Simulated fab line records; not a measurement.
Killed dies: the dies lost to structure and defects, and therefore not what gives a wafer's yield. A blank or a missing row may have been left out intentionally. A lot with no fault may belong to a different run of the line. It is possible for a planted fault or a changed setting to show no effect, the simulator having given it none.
Chamber matching :: flow n5Finfet :: pecvd-04 running N5_BEOL_M9_PECVD_70: 3 sister chambers
The step deposits SiO2 from TEOS/O2, target thk 20 nm, time 22.7 s. 3 wafers are shown with their chamber, then 12 later ones without.

== EACH WAFER AND ITS CHAMBER ==
wafer: L079.4
chamber: 0
throttleValvePct (%): 23.8

wafer: L088.4
chamber: 1
throttleValvePct (%): 23.8

wafer: L088.5
chamber: 2
throttleValvePct (%): 20.8

== WAFERS WITHOUT THEIR CHAMBER ==
wafer: L090.3
throttleValvePct (%): 20.8

wafer: L090.4
throttleValvePct (%): 24.1

wafer: L090.6
throttleValvePct (%): 24.0

wafer: L091.1
throttleValvePct (%): 24.0

wafer: L091.2
throttleValvePct (%): 21.2

wafer: L091.6
throttleValvePct (%): 24.3

wafer: L092.1
throttleValvePct (%): 23.9

wafer: L092.2
throttleValvePct (%): 20.9

wafer: L092.3
throttleValvePct (%): 24.1

wafer: L094.1
throttleValvePct (%): 20.9

wafer: L094.4
throttleValvePct (%): 24.0

wafer: L094.6
throttleValvePct (%): 23.7

== EACH ONE'S CHAMBER ==
wafer: L090.3
from the rows above: 2
in truth: 2

wafer: L090.4
from the rows above: can't be placed: 0 or 1
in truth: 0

wafer: L090.6
from the rows above: can't be placed: 0 or 1
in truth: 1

wafer: L091.1
from the rows above: can't be placed: 0 or 1
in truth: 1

wafer: L091.2
from the rows above: 2
in truth: 2

wafer: L091.6
from the rows above: can't be placed: 0 or 1
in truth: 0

wafer: L092.1
from the rows above: can't be placed: 0 or 1
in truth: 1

wafer: L092.2
from the rows above: 2
in truth: 2

wafer: L092.3
from the rows above: can't be placed: 0 or 1
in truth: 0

wafer: L094.1
from the rows above: 2
in truth: 2

wafer: L094.4
from the rows above: can't be placed: 0 or 1
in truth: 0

wafer: L094.6
from the rows above: can't be placed: 0 or 1
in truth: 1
Correct placement for 4 of the 12. Cannot be placed on the basis of these rows: 8; the candidates contain the true chamber in 8. Wrongly placed: 0.
How it was worked out, from the rows above alone: a wafer's distance from a chamber is the root of the sum, over the readings, of the square of ((its reading less the chamber's mean) divided by the reading's scatter). The wafer belongs to the nearest chamber; if the next one is less than 2 further off, it can't be placed. Each chamber's mean is taken over the wafers shown for it. The scatter (one wafer shown for each chamber): square how far every hidden wafer sits from the nearest shown wafer, average those squares and take the square root.
